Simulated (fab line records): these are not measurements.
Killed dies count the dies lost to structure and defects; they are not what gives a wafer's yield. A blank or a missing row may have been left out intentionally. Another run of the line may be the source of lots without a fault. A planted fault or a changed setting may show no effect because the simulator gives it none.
Problem report in the 8D (eight disciplines) form, filled by code ; flow n5Finfet ; the parts of the form that need people (team, actions taken, sign-off) are left out

== 1. WHAT IS WRONG ==
At N5_MIM_TOP_ETCH_ETCH_00, mfcCl2Sccm averages 36.62 sccm over 2 wafers from 2 lots, while fault-free wafers read 53.26 sccm, standard deviation 0.16. That is -99 or more standard deviations from the usual mean.
The step: etches TiN in Cl2/BCl3, target depth 38.5 nm.
The first sign was on wafer L721.5 at day 14 22:11, on rieMetal-02. At this step, 32 wafers from 11 lots have a number in the record. Rule for "out", or "out of limits": more than 4 standard deviations from the usual mean. The rest of the wafers with a number are treated as sound.

== 2. WHAT THIS IS AND IS NOT ==
question;is;is not
which readings at this step;mfcCl2Sccm, throttleValvePct;drypumpMotorCurrentA, heBacksideLeakSccm, oesProductAu
which lots;L719, L721;L708, L711, L714, L715, L718, L722, L723, L724, L730
which wafers of those lots;L719.4, L721.5;L719.3, L719.5, L721.2, L721.4
read on which tools;rieMetal-02;rieMetal-01, rieMetal-03
when;from day 14 22:11;"up to then (16 sound wafers); but 14 sound wafers of L719, L722, L723, L724, L730 came after"

== 3. SUSPECTS, AND WHAT RULES EACH OUT ==
Counting: if a tool at a process step up to the reading ran every lot that is out, it stays a suspect. Sound lots after the first of them don't rule it out here, since some wafers of a struck lot are sound.
- rieMetal-02 at N5_MIM_TOP_ETCH_ETCH_00 (etches TiN in Cl2/BCl3, target depth 38.5 nm): kept. It ran every lot that is out, first L721 (day 14 22:11); its last sound lot up to then is L718 (day 14 01:01). Out on those wafers are its own readings of mfcCl2Sccm, throttleValvePct.
- Within rieMetal-02 at N5_MIM_TOP_ETCH_ETCH_00: the wafers that are out ran in chamber 0; their sound lot-mates ran in chamber 1.
The count leaves rieMetal-02 at N5_MIM_TOP_ETCH_ETCH_00.

== 4. THE CAUSE (what the simulator had put in) ==
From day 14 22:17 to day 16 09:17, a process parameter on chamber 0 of rieMetal-02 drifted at N5_MIM_TOP_ETCH_ETCH_00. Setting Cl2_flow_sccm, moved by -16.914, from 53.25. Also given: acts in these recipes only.
After counting, this tool was the only one left.

== 5. THE CHAIN OF EFFECTS, in route order ==
Each row: a reading whose mean over the struck wafers that have a number lies more than 3 standard deviations from the usual. Scope: only readings with a usual standard deviation given in the record; hours: median across lots of the time from each lot's start at the first step in this table that gives one to its start at this step; sigmas: change in usual standard deviations.
hours;step;reading;usual;on struck wafers;change;sigmas
0;N5_MIM_TOP_ETCH_ETCH_00;mfcCl2Sccm;53.26 sccm;36.62;-16.63;-99 or more
0;N5_MIM_TOP_ETCH_ETCH_00;throttleValvePct;22.81 %;20.87;-1.94;-9.3
Here are the process steps it includes:
- N5_MIM_TOP_ETCH_ETCH_00: etches TiN in Cl2/BCl3, target depth 38.5 nm.

== 6. HOW IT WOULD HAVE BEEN CAUGHT EARLIER ==
In this record the first reading out of limits was taken at day 14 22:11.
